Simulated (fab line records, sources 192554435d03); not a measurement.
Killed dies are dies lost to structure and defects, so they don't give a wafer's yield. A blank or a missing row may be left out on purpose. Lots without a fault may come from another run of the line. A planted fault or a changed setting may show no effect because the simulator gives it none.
Chamber matching | flow n5_finfet | N5_BEOL_M4_PRE_CLEAN_60 on cvd_co-01: 3 sister chambers
The step time 15 s. 24 wafers are shown with their chamber, then 12 later ones without.

WAFERS WITH THEIR CHAMBER
wafer  | chamber | heater_power_w (W)
L078.2 | 2       | 69
L078.3 | 1       | 140
L078.6 | 0       | 69
L083.1 | 2       | 70
L083.2 | 0       | 70
L083.5 | 2       | 69
L079.1 | 2       | 68
L079.2 | 0       | 70
L079.3 | 1       | 139
L091.1 | 1       | 139
L091.3 | 2       | 69
L091.6 | 0       | 72
L089.1 | 2       | 69
L089.3 | 0       | 71
L089.5 | 2       | 69
L093.1 | 0       | 70
L093.3 | 1       | 143
L093.5 | 2       | 68
L092.3 | 1       | 137
L092.4 | 2       | 70
L092.5 | 1       | 141
L094.1 | 1       | 138
L094.2 | 2       | 70
L094.3 | 0       | 73

SIGNATURES (means of the wafers above)
reading        | chamber 0 | chamber 1 | chamber 2 | scatter within a chamber
heater_power_w | 70.71     | 139.57    | 69.10     | 1.38
Rule: a wafer's distance from a chamber is the root of the sum, over the readings, of the square of ((its reading less the chamber's mean) divided by the reading's scatter). The wafer belongs to the nearest chamber; if the next one is less than 2 further off, it can't be placed. The scatter: the root of (the sum of the squares of (reading less its chamber's mean) over the shown wafers, divided by (wafers less chambers)).

WAFERS WITHOUT THEIR CHAMBER
wafer  | heater_power_w (W)
L094.4 | 73
L094.5 | 70
L094.6 | 137
L095.1 | 141
L095.5 | 67
L095.6 | 143
L096.3 | 72
L096.5 | 71
L096.6 | 70
L097.1 | 68
L097.3 | 69
L097.5 | 74

WHICH CHAMBER EACH WENT THROUGH
wafer  | from the rows above     | in truth
L094.4 | can't be placed: 0 or 2 | 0
L094.5 | can't be placed: 0 or 2 | 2
L094.6 | 1                       | 1
L095.1 | 1                       | 1
L095.5 | can't be placed: 2 or 0 | 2
L095.6 | 1                       | 1
L096.3 | can't be placed: 0 or 2 | 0
L096.5 | can't be placed: 0 or 2 | 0
L096.6 | can't be placed: 0 or 2 | 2
L097.1 | can't be placed: 2 or 0 | 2
L097.3 | can't be placed: 2 or 0 | 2
L097.5 | can't be placed: 0 or 2 | 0
Placed correctly: 3 of 12. Can't be placed from these rows: 9 (the true chamber is among the candidates in 9). Placed wrongly: 0.
